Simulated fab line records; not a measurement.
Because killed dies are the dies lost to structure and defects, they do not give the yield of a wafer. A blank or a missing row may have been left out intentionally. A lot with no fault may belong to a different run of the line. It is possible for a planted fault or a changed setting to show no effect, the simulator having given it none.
fab line records	flow nand_harc	part 1 of 2: steps 1 to 4 of 6
record: lots: 23	wafers: 69	last_day: 33
route steps=1302 shown P_CONTACT@218 P_M1@298 P_M2@333
lots untouched by any fault: they come from a run of this same line in which no faults occurred
start_h: the number of hours between the record's first day and the start of the first shown wafer of the lot	wait_h: how many hours have passed since the lot's step before this one	" identical to the entry in the row above	L1.1+2: one row covering several wafers at once	- no value, or no start was given	* or withheld: withheld	< > ~ a bound
route shown NAME@n: NAME is a module with steps in the file, n the number in the route of the first one	usual: mean/standard deviation taken from wafers without a fault	same: alike in all rows	chamber/n: place in a boat	sites: per-site readings	_std_site: the standard deviation of these	_edge_site: the outer-site mean with the inner-site mean subtracted	radius_mm: for every site, how far away it sits from the centre of the wafer	mask NAME#n: copy n	behind: the tool/chamber that last shaped the wafer	hold: what put the lot on hold/how long, in hours/how the hold closed	device: the n, p or np transistor that did not switch	end of line: the tests these same wafers got at the end of their route	a step without rows: its recipe alone	killed: count of dies lost to structure and defects at first sort (not the wafer's yield)	map: shows each die of a wafer: x if killed, . if not, _ if none is there
set.NAME: the setting the step ran with; set.NAME@STEP: the setting that earlier step ran with	model.NAME: the simulator's own value behind a step, which no gauge read
steps of the route over a sample of lots; a table a step, a row a wafer
services: a tool's chamber out of use, with start hour (start_h, from the record's first day; less than 0 if before it), hours out, and reason
== steps ==
step: NHARC_P_CONTACT_DEP_00
recipe: target_thk_a: 5000	temp_c: 400	pressure_torr: 6.5	rf_w: 900	teos_flow_sccm: 161.4	flow_sccm: 2650	target_thk_nm: 500	gas: O2	material: SiO2
usual: heater_power_w: 593/120	susceptor_temp_C: 400.01/0.2	throttle_valve_pct: 15.5/0.38
lot.wafer	tool	chamber	start_h	wait_h	heater_power_w	susceptor_temp_C	throttle_valve_pct
L074.3	pecvd-04	2	-	-	619	400.04	14.8
L074.4	"	1	"	"	573	399.94	15.7
L074.6	"	2	"	"	644	400.04	14.8
L075.3	pecvd-02	0	-	-	422	399.82	16.2
L075.4	"	2	"	"	483	399.88	15.9
L075.5	"	1	"	"	683	400.12	15.9
L076.2	pecvd-02	0	-	-	388	400.01	16.2
L076.1	"	1	"	"	739	400.52	15.6
L076.4	"	2	"	"	383	399.95	15.8
L077.1	pecvd-04	2	-	-	650	400.45	14.8
L077.4	"	0	"	"	620	399.86	15.4
L077.6	"	2	"	"	667	399.83	14.8
L078.1	pecvd-04	0	-	-	796	400.12	15.1
L078.6	"	0	"	"	791	400.25	15.3
L078.5	"	2	"	"	578	400.06	14.7
L079.2	pecvd-01	2	-	-	419	399.92	15.7
L079.1	"	1	"	"	693	400.26	15.5
L079.6	"	1	"	"	724	399.82	15.4
L081.2	pecvd-04	0	-	-	804	400.19	15.1
L081.3	"	2	"	"	608	399.71	14.8
L081.6	"	0	"	"	613	400.39	15.3
L082.1	pecvd-01	0	-	-	541	399.87	15.4
L082.2	"	1	"	"	734	400.03	15.7
L082.4	"	0	"	"	565	399.79	15.8
L083.3	pecvd-02	0	-	-	451	399.93	16.3
L083.6	"	0	"	"	457	400.02	16.3
L083.5	"	2	"	"	457	400.11	15.9
L084.5	pecvd-02	1	-	-	566	399.89	16.1
L084.6	"	2	"	"	371	399.92	15.8
L084.4	"	0	"	"	405	399.97	16.2
L085.3	pecvd-04	2	-	-	673	400.07	15.3
L085.1	"	1	"	"	606	400.12	16.3
L085.5	"	0	"	"	782	400.50	15.2
L086.3	pecvd-01	1	-	-	715	400.14	15.4
L086.5	"	1	"	"	724	400.13	15.5
L086.6	"	0	"	"	473	399.99	15.8
L087.1	pecvd-02	0	-	-	493	399.83	15.8
L087.2	"	1	"	"	718	399.88	15.5
L087.5	"	0	"	"	355	400.06	15.4
L088.3	pecvd-04	1	-	-	597	400.23	15.8
L088.4	"	0	"	"	779	400.32	15.3
L088.6	"	1	"	"	606	400.20	15.6
L089.1	pecvd-01	2	-	-	416	400.01	15.6
L089.3	"	0	"	"	489	399.78	15.7
L089.6	"	2	"	"	443	399.87	15.5
L090.3	pecvd-04	1	-	-	605	399.76	16.1
L090.4	"	2	"	"	612	399.83	15.0
L090.5	"	1	"	"	623	399.74	16.0
L091.3	pecvd-04	2	-	-	660	400.11	15.5
L091.6	"	1	"	"	594	400.20	16.2
L091.5	"	0	"	"	793	400.13	15.4
L092.3	pecvd-02	0	-	-	459	399.74	15.4
L092.1	"	1	"	"	626	400.26	15.6
L092.6	"	2	"	"	507	399.93	15.8
L093.1	pecvd-04	1	-	-	595	400.33	16.2
L093.2	"	0	"	"	672	399.92	15.4
L093.6	"	1	"	"	613	400.11	15.9
L094.2	pecvd-04	0	321.83	0.3	661	400.01	15.2
L094.3	"	1	"	"	607	399.91	16.0
L094.6	"	1	"	"	472	399.86	16.0
L095.2	pecvd-04	2	-	-	598	399.96	15.2
L095.3	"	1	"	"	593	399.91	15.8
L095.4	"	1	"	"	623	400.29	15.9
L096.1	pecvd-01	1	-	-	556	399.65	15.1
L096.2	"	2	"	"	458	400.14	15.5
L096.3	"	0	"	"	534	399.88	15.7
L097.1	pecvd-04	1	-	-	538	399.98	16.2
L097.6	"	2	"	"	567	400.09	15.1
L097.5	"	0	"	"	823	399.93	15.3
step: NHARC_P_M1_DESCUM_14
recipe: time_s: 3	o2_flow_sccm: 200	ar_flow_sccm: 0	bias_power_w: 0	chemistry: O2
usual: chamber_pressure_mTorr: 59.99/0.054	drypump_motor_current_A: 5.6/0.44	oes_product_au: 1.000/0.0073	rf_vpp_V: 57.6/0.83	showerhead_plenum_p_Torr: 1.89/0.037	throttle_valve_pct: 11.312/0.0094
lot.wafer	tool	chamber	start_h	wait_h	chamber_pressure_mTorr	drypump_motor_current_A	oes_product_au	rf_hours_counter_h	rf_vpp_V	showerhead_plenum_p_Torr	throttle_valve_pct
L074.4	rie_diel-13	0	131.81	0.1	60.05	6.3	1.012	8	57.9	1.86	11.310
L074.3	"	3	"	"	59.96	5.7	0.993	8	58.9	1.87	11.305
L074.6	"	1	"	"	59.94	5.1	1.002	-	56.6	1.86	11.314
L075.3	rie_diel-13	3	134.54	0.1	59.97	5.7	0.990	8	56.2	1.87	11.307
L075.4	"	1	"	"	60.06	5.1	1.003	9	58.2	1.85	11.309
L075.5	"	3	"	"	59.90	5.7	1.000	-	58.1	1.87	11.305
L076.1	rie_diel-06	2	146.19	0.1	59.92	5.5	1.000	1	56.9	1.90	11.318
L076.2	"	1	"	"	59.95	5.5	0.995	1	56.7	1.86	11.312
L076.4	"	3	"	"	60.05	6.1	0.996	-	56.0	1.88	11.311
L077.1	rie_diel-06	3	155.11	0.1	59.97	6.1	0.997	1	55.2	1.88	11.326
L077.4	"	3	"	"	60.14	6.1	1.005	-	57.7	1.88	11.316
L077.6	"	1	"	"	59.99	5.5	0.994	-	57.0	1.86	11.322
L078.1	rie_diel-06	3	168.52	0.1	60.01	6.1	1.001	3	57.5	1.88	11.307
L078.5	"	3	"	"	60.05	6.1	1.008	-	57.3	1.88	11.292
L078.6	"	0	"	"	60.00	4.8	1.008	-	57.9	1.90	11.327
L079.1	rie_diel-13	0	178.48	0.1	59.86	6.3	0.991	0	56.8	1.86	11.317
L079.2	"	1	"	"	59.99	5.1	0.986	0	55.6	1.85	11.305
L079.6	"	2	"	"	60.03	5.4	1.000	-	57.8	1.97	11.318
L081.2	rie_diel-13	3	202.01	0.1	59.95	5.7	0.995	1	57.4	1.87	11.317
L081.3	"	0	"	"	59.90	6.3	0.981	2	56.6	1.86	11.313
L081.6	"	2	"	"	60.04	5.4	1.002	-	56.9	1.97	11.304
L082.1	rie_diel-13	3	207.99	0.1	59.98	5.7	0.999	1	55.9	1.87	11.316
L082.2	"	1	"	"	59.96	5.1	1.003	3	56.3	1.85	11.319
L082.4	"	2	"	"	59.96	5.4	1.000	3	57.3	1.97	11.296
L083.3	rie_diel-13	3	215.80	0.1	59.94	5.8	1.009	2	58.5	1.87	11.323
L083.5	"	1	"	"	60.00	5.1	0.991	-	58.8	1.85	11.314
L083.6	"	2	"	"	60.05	5.4	0.990	-	58.9	1.97	11.299
L084.4	rie_diel-02	3	232.71	0.1	59.94	5.6	1.011	1	58.1	1.80	11.296
L084.6	"	2	"	"	60.00	5.7	1.004	-	57.1	1.95	11.303
L084.5	"	3	"	"	60.04	5.6	1.013	-	57.4	1.80	11.308
L085.1	rie_diel-06	2	241.19	0.1	59.90	5.5	0.999	9	57.6	1.90	11.325
L085.3	"	3	"	"	59.99	6.1	1.001	9	56.7	1.88	11.323
L085.5	"	2	"	"	60.03	5.5	0.994	-	57.9	1.90	11.311
L086.3	rie_diel-13	1	247.78	0.1	60.05	5.1	1.002	4	58.4	1.85	11.323
L086.6	"	2	"	"	59.95	5.4	0.991	-	57.0	1.97	11.320
L086.5	"	3	"	"	60.01	5.7	1.002	-	57.3	1.87	11.306
L087.1	rie_diel-06	2	251.15	0.1	59.96	5.5	0.998	10	57.7	1.90	11.326
L087.2	"	3	"	"	60.06	6.0	0.989	10	57.0	1.88	11.336
L087.5	"	3	"	"	59.91	6.1	1.000	-	58.3	1.88	11.318
L088.3	rie_diel-13	2	274.85	0.1	59.96	5.4	1.008	6	56.7	1.96	11.308
L088.4	"	1	"	"	59.94	5.1	1.009	6	56.8	1.85	11.323
L088.6	"	3	"	"	60.04	5.7	0.987	-	57.3	1.87	11.305
L089.3	rie_diel-06	3	275.05	0.1	60.08	6.1	1.006	13	59.2	1.88	11.322
L089.1	"	0	"	"	60.03	4.8	1.013	10	57.9	1.90	11.326
L089.6	"	3	"	"	59.94	6.1	1.008	-	56.8	1.88	11.304
L090.3	rie_diel-06	2	292.57	0.1	59.96	5.5	0.999	15	56.6	1.90	11.311
L090.4	"	1	"	"	60.05	5.6	0.998	14	56.5	1.86	11.296
L090.5	"	3	"	"	60.08	6.1	0.997	-	57.3	1.88	11.316
L091.3	rie_diel-06	1	303.43	0.1	59.98	5.6	1.002	16	57.8	1.86	11.328
L091.5	"	0	"	"	59.97	4.8	1.005	-	59.1	1.90	11.305
L091.6	"	1	"	"	60.01	5.6	0.999	-	57.6	1.86	11.297
L092.3	rie_diel-13	1	306.23	0.1	60.02	5.1	0.984	8	57.7	1.85	11.332
L092.1	"	3	"	"	59.93	5.7	0.996	7	56.8	1.87	11.302
L092.6	"	1	"	"	60.02	5.1	1.000	-	58.2	1.85	11.321
L093.1	rie_diel-06	2	317.96	0.1	60.06	5.5	0.993	0	57.4	1.90	11.326
L093.2	"	3	"	"	59.99	6.1	1.004	0	58.8	1.88	11.308
L093.6	"	1	"	"	60.02	5.5	0.994	-	58.2	1.86	11.317
L094.2	rie_diel-13	0	331.85	0.1	59.98	6.3	1.002	9	58.9	1.86	11.296
L094.3	"	3	"	"	59.95	5.7	1.012	8	58.3	1.87	11.295
L094.6	"	0	"	"	59.93	6.3	1.007	-	57.1	1.86	11.297
L095.3	rie_diel-13	1	338.77	0.1	60.01	5.0	1.007	9	57.1	1.85	11.309
L095.4	"	2	"	"	60.01	5.4	0.997	10	58.7	1.96	11.320
L095.2	"	3	"	"	59.99	5.7	1.009	8	58.6	1.87	11.317
L096.2	rie_diel-06	1	343.39	0.1	60.02	5.6	1.003	2	57.3	1.86	11.308
L096.3	"	2	"	"	59.93	5.5	0.996	2	57.8	1.90	11.326
L096.1	"	3	"	"	60.01	6.1	1.004	2	57.3	1.88	11.299
L097.1	rie_diel-13	0	357.19	0.1	60.01	6.3	1.010	0	59.5	1.86	11.300
L097.5	"	3	"	"	59.97	5.7	1.015	-	57.5	1.87	11.306
L097.6	"	0	"	"	59.90	6.3	1.010	-	57.2	1.86	11.314
step: NHARC_P_M1_PRE_CLEAN_30
recipe: time_s: 30	temp_c: 280	gas: H2/He
usual: heater_power_w: 439/41	susceptor_temp_C: 280.00/0.2
lot.wafer	tool	chamber	start_h	wait_h	heater_power_w	susceptor_temp_C
L074.3	pvd_sputter-01	-	-	-	417	280.12
L074.4	"	-	"	"	462	280.01
L074.6	"	-	"	"	483	279.90
L075.3	pvd_sputter-03	-	-	-	425	279.93
L075.4	"	-	"	"	416	280.47
L075.5	"	-	"	"	428	279.97
L076.2	pvd_sputter-01	-	-	-	512	280.07
L076.4	"	-	"	"	489	279.86
L076.1	"	-	"	"	414	280.07
L077.1	pvd_sputter-01	-	-	-	418	280.16
L077.4	"	-	"	"	490	279.67
L077.6	"	-	"	"	413	280.07
L078.1	pvd_sputter-02	-	-	-	415	279.86
L078.6	"	-	"	"	461	279.87
L078.5	"	-	"	"	362	280.34
L079.2	pvd_sputter-02	-	-	-	375	279.91
L079.1	"	-	"	"	422	280.47
L079.6	"	-	"	"	463	280.24
L081.2	pvd_sputter-03	-	-	-	404	279.90
L081.3	"	-	"	"	453	280.39
L081.6	"	-	"	"	399	280.06
L082.4	pvd_sputter-03	-	-	-	406	-
L082.1	"	-	"	"	402	-
L082.2	"	-	"	"	444	-
L083.3	pvd_sputter-01	-	-	-	490	280.17
L083.5	"	-	"	"	459	279.76
L083.6	"	-	"	"	499	279.85
L084.4	pvd_sputter-02	-	-	-	467	279.99
L084.6	"	-	"	"	425	280.07
L084.5	"	-	"	"	468	280.24
L085.1	pvd_sputter-01	-	-	-	394	280.00
L085.3	"	-	"	"	494	280.06
L085.5	"	-	"	"	481	280.07
L086.3	pvd_sputter-03	-	-	-	398	280.37
L086.5	"	-	"	"	392	280.33
L086.6	"	-	"	"	406	279.79
L087.2	pvd_sputter-01	-	-	-	446	279.67
L087.1	"	-	"	"	512	280.01
L087.5	"	-	"	"	452	279.61
L088.4	pvd_sputter-01	-	-	-	401	280.18
L088.3	"	-	"	"	510	279.80
L088.6	"	-	"	"	442	280.27
L089.1	pvd_sputter-03	-	-	-	444	280.08
L089.3	"	-	"	"	408	280.16
L089.6	"	-	"	"	432	279.86
L090.3	pvd_sputter-03	-	-	-	438	279.88
L090.4	"	-	"	"	390	279.98
L090.5	"	-	"	"	459	279.56
L091.3	pvd_sputter-01	-	-	-	402	280.13
L091.5	"	-	"	"	393	280.06
L091.6	"	-	"	"	497	280.20
L092.3	pvd_sputter-02	-	-	-	357	279.91
L092.1	"	-	"	"	471	280.19
L092.6	"	-	"	"	362	279.85
L093.2	pvd_sputter-01	-	-	-	497	279.97
L093.1	"	-	"	"	456	279.96
L093.6	"	-	"	"	507	279.84
L094.2	pvd_sputter-03	-	-	-	449	280.10
L094.3	"	-	"	"	400	280.14
L094.6	"	-	"	"	447	279.86
L095.3	pvd_sputter-02	-	-	-	491	280.04
L095.4	"	-	"	"	442	280.15
L095.2	"	-	"	"	420	280.23
L096.2	pvd_sputter-01	-	-	-	495	279.64
L096.3	"	-	"	"	445	279.92
L096.1	"	-	"	"	400	279.93
L097.1	pvd_sputter-02	-	-	-	426	280.22
L097.5	"	-	"	"	486	279.95
L097.6	"	-	"	"	454	279.76
step: NHARC_P_M1_DEP_33
recipe: target_thk_a: 300	temp_c: 370	target_thk_nm: 30	pressure_torr: 3	flow_sccm: 200	rf_w: 450	material: SiCN
usual: heater_power_w: 564/100	susceptor_temp_C: 370.01/0.21
lot.wafer	tool	chamber	start_h	wait_h	heater_power_w	susceptor_temp_C
L074.3	pecvd-02	2	134.72	0.1	503	369.92
L074.4	"	0	"	"	481	369.53
L074.6	"	2	"	"	491	370.08
L075.3	pecvd-03	1	137.26	0.1	595	369.75
L075.5	"	1	"	"	603	369.94
L075.4	"	0	"	"	522	369.72
L076.2	pecvd-02	2	149.11	0.1	549	370.24
L076.1	"	0	"	"	467	369.90
L076.4	"	0	"	"	476	370.06
L077.1	pecvd-02	1	158.00	0.1	690	370.05
L077.6	"	0	"	"	495	370.08
L077.4	"	1	"	"	690	370.08
L078.1	pecvd-03	2	171.22	0.1	466	370.07
L078.5	"	2	"	"	482	369.72
L078.6	"	0	"	"	548	369.94
L079.2	pecvd-02	0	181.24	0.1	445	369.89
L079.1	"	2	"	"	455	369.91
L079.6	"	2	"	"	461	370.15
L081.2	pecvd-02	1	204.71	0.1	719	370.29
L081.3	"	2	"	"	533	370.56
L081.6	"	0	"	"	476	370.13
L082.1	pecvd-02	1	210.71	0.1	664	369.82
L082.2	"	0	"	"	426	369.92
L082.4	"	2	"	"	463	369.82
L083.3	pecvd-02	1	218.54	0.1	705	369.88
L083.5	"	1	"	"	713	370.10
L083.6	"	2	"	"	437	370.38
L084.4	pecvd-01	2	235.55	0.2	483	369.57
L084.6	"	0	"	"	526	369.74
L084.5	"	1	"	"	620	370.14
L085.1	pecvd-03	1	244.08	0.1	662	370.28
L085.3	"	0	"	"	603	369.72
L085.5	"	2	"	"	519	370.13
L086.3	pecvd-01	2	250.52	0.1	426	370.03
L086.5	"	1	"	"	692	369.93
L086.6	"	0	"	"	495	369.83
L087.1	pecvd-01	1	253.89	0.1	714	370.24
L087.2	"	2	"	"	474	370.23
L087.5	"	0	"	"	566	370.37
L088.3	pecvd-02	0	277.65	0.1	471	369.83
L088.6	"	1	"	"	776	370.07
L088.4	"	0	"	"	471	369.89
L089.1	pecvd-01	1	277.88	0.1	672	370.03
L089.3	"	2	"	"	514	369.77
L089.6	"	0	"	"	578	369.71
L090.3	pecvd-03	2	295.39	0.1	472	369.88
L090.4	"	0	"	"	623	369.91
L090.5	"	1	"	"	643	370.00
L091.3	pecvd-03	1	306.23	0.1	705	370.04
L091.5	"	2	"	"	495	369.90
L091.6	"	0	"	"	584	370.23
L092.1	pecvd-03	2	309.02	0.1	520	370.09
L092.3	"	1	"	"	690	370.00
L092.6	"	2	"	"	521	370.33
L093.1	pecvd-02	1	320.69	0.1	783	370.26
L093.2	"	2	"	"	528	370.37
L093.6	"	0	"	"	444	370.05
L094.3	pecvd-02	0	334.77	0.1	487	370.05
L094.2	"	2	"	"	450	369.62
L094.6	"	0	"	"	498	370.16
L095.2	pecvd-02	1	341.53	0.1	798	370.04
L095.3	"	2	"	"	463	370.33
L095.4	"	1	"	"	761	369.56
L096.2	pecvd-02	2	346.12	0.1	473	370.25
L096.1	"	0	"	"	469	369.96
L096.3	"	1	"	"	645	369.64
L097.1	pecvd-01	2	359.98	0.1	480	369.89
L097.6	"	1	"	"	682	369.82
L097.5	"	2	"	"	478	369.91
